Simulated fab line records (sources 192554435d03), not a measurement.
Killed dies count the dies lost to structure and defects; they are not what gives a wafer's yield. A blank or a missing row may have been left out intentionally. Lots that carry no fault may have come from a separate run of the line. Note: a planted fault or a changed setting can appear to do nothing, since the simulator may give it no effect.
Split-lot trial ; flow n5_finfet ; 21 wafers read from 7 lots, route of 1938 steps

== SPLIT DETAILS ==
At N5_DUMMY_GATE_COAT_28 (time 60 s, resist thk 10 nm), the setting spin_rpm was moved away from the recipe's 1500 rpm on 7 of the 21 wafers read, by -9.3% to +4.3%. This setting was run at the recipe's value on the other wafers.

The reading comes from the split's own step.

== THE READING ==
underlayer_of_DUMMY_GATE_COAT_28.thk_nm (the simulator's own value, which no gauge read), in nm, at N5_DUMMY_GATE_COAT_28 (time 60 s, resist thk 10 nm). The file gives no usual value for it.

wafer;tool, chamber at the split;spin_rpm as run, rpm;against the recipe;underlayer_of_DUMMY_GATE_COAT_28.thk_nm, nm;against lot-mates on the recipe
L075.2;litho_track-04, 0;1378;-8.1%;10.4;+0.4
L075.4;litho_track-04, 0;1378;-8.1%;10.4;+0.4
L075.5;litho_track-04, 0;1500;recipe;10;-
L077.1;litho_track-01, 0;1500;recipe;10;-
L077.3;litho_track-01, 0;1500;recipe;10;-
L077.2;litho_track-01, 0;1360;-9.3%;10.6;+0.6
L080.1;litho_track-02, 0;1500;recipe;10;-
L080.3;litho_track-02, 0;1500;recipe;10;-
L080.6;litho_track-02, 0;1500;recipe;10;-
L083.2;litho_track-02, 0;1500;recipe;10;-
L083.4;litho_track-02, 0;1500;recipe;10;-
L083.5;litho_track-02, 0;1500;recipe;10;-
L085.3;litho_track-01, 0;1394;-7.1%;10.4;+0.4
L085.5;litho_track-01, 0;1500;recipe;10;-
L085.6;litho_track-01, 0;1500;recipe;10;-
L090.2;litho_track-02, 0;1500;recipe;10;-
L090.5;litho_track-02, 0;1500;recipe;10;-
L090.6;litho_track-02, 0;1500;recipe;10;-
L091.2;litho_track-02, 0;1564;+4.3%;9.8;no lot-mate on the recipe
L091.3;litho_track-02, 0;1564;+4.3%;9.8;no lot-mate on the recipe
L091.4;litho_track-02, 0;1564;+4.3%;9.8;no lot-mate on the recipe

THE FIT
A straight line over all 21 wafers: underlayer_of_DUMMY_GATE_COAT_28.thk_nm changes by -0.0536 nm for each +1% of spin_rpm; r = -0.99; the points scatter about the line by 0.028 nm.
The same after taking each lot's own level away (the mean of its wafers on the recipe; 18 wafers): -0.0555 nm for each +1%; r = -0.99; scatter 0.027 nm.
Per that fit: largest spin_rpm move, reading shift of 0.52 nm.
The lots' own levels span 10.00 to 10.00 nm.
The two slopes agree, so the slope changes little with the lot-to-lot level.
Check: with one of the wafers moved furthest among these (-9.3%) left out of the fit, the line predicts +0.478 nm for it against its lot-mates. It came out at +0.6 nm against them.

== ADDITIONAL SPLITS CARRIED BY THESE WAFERS ==
Note: prior to the reading, these wafers also went through further splits. Each is held against what the fit with the lots' levels taken away leaves over:
other split on the same wafers;wafers away from the commonest value;r with underlayer_of_DUMMY_GATE_COAT_28.thk_nm (lot level and that fit taken away)
N5_ZERO_LAYER_EXPOSE_08 dose_mj;6;+0.47
N5_WELL_APT_COAT_02 spin_rpm;10;+0.25
N5_FIN_SAQP_PEB_14 peb_time_s;7;+0.29
N5_FIN_SAQP_ETCH_52 source_w;5;-0.04

== FILE'S OWN FIT ==
underlayer_of_DUMMY_GATE_COAT_28.thk_nm changes by -0.0575 nm for each +1% of spin_rpm, r = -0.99.
